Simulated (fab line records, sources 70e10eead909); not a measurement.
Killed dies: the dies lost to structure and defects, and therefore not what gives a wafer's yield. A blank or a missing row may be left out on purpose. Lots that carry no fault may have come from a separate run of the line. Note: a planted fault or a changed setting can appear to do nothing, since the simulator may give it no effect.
Chamber matching | flow nand-harc | NHARC_A_BLC_ALD_23 on ald-metal-03: 4 sister chambers
The step deposits TiN, target thk 3 nm, pulse time 1 s, ald cycles 150. 16 wafers are shown with their chamber, then 8 later ones without.

WAFERS WITH THEIR CHAMBER
wafer  | chamber | heater-power-w (W) | precursor-pulse-height-rel
L077.1 | 3       | 1102               | 1.008
L077.5 | 0       | 1089               | 1.008
L077.6 | 3       | 1106               | 1.005
L077.2 | 2       | 919                | 1.026
L077.3 | 0       | 1066               | 0.963
L077.4 | 1       | 1250               | 0.978
L075.1 | 0       | 1083               | 0.998
L075.3 | 3       | 1097               | 0.989
L075.6 | 2       | 927                | 0.997
L087.1 | 3       | 1111               | 0.990
L087.3 | 0       | 1073               | 1.003
L087.5 | 0       | 1082               | 0.994
L090.1 | 2       | 945                | 0.987
L090.4 | 0       | 1114               | 1.000
L090.5 | 2       | 950                | 0.969
L089.1 | 0       | 1102               | 0.994

SIGNATURES (averages over the wafers above)
reading                    | chamber 0 | chamber 1 | chamber 2 | chamber 3 | scatter within a chamber
heater-power-w             | 1087.00   | 1250.00   | 935.25    | 1104.00   | 14.1
precursor-pulse-height-rel | 0.99429   | 0.97800   | 0.99475   | 0.99800   | 0.0166
Rule: for a wafer and a chamber, the distance is found by dividing, reading by reading, the gap between the wafer's reading and the chamber's mean by the reading's scatter, squaring, summing and taking the root. The wafer belongs to the nearest chamber; if the next one is less than 2 further off, it can't be placed. The scatter is the square root of a quotient: the sum, over the shown wafers, of each reading's squared deviation from its chamber's mean, divided by wafers minus chambers.

WAFERS MISSING THEIR CHAMBER
wafer  | heater-power-w (W) | precursor-pulse-height-rel
L089.4 | 1111               | 0.997
L089.5 | 1107               | 0.982
L092.1 | 1108               | 1.025
L092.3 | 1260               | 0.965
L092.6 | 926                | 1.010
L095.1 | 1072               | 0.998
L095.4 | 912                | 1.042
L095.5 | 930                | 1.012

EACH ONE'S CHAMBER
wafer  | from the rows above     | in truth
L089.4 | can't be placed: 3 or 0 | 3
L089.5 | can't be placed: 3 or 0 | 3
L092.1 | can't be placed: 3 or 0 | 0
L092.3 | 1                       | 1
L092.6 | 2                       | 2
L095.1 | can't be placed: 0 or 3 | 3
L095.4 | 2                       | 2
L095.5 | 2                       | 2
4 of 8 placed correctly. Cannot be placed on the basis of these rows: 4; the candidates contain the true chamber in 4. 0 placed wrongly.
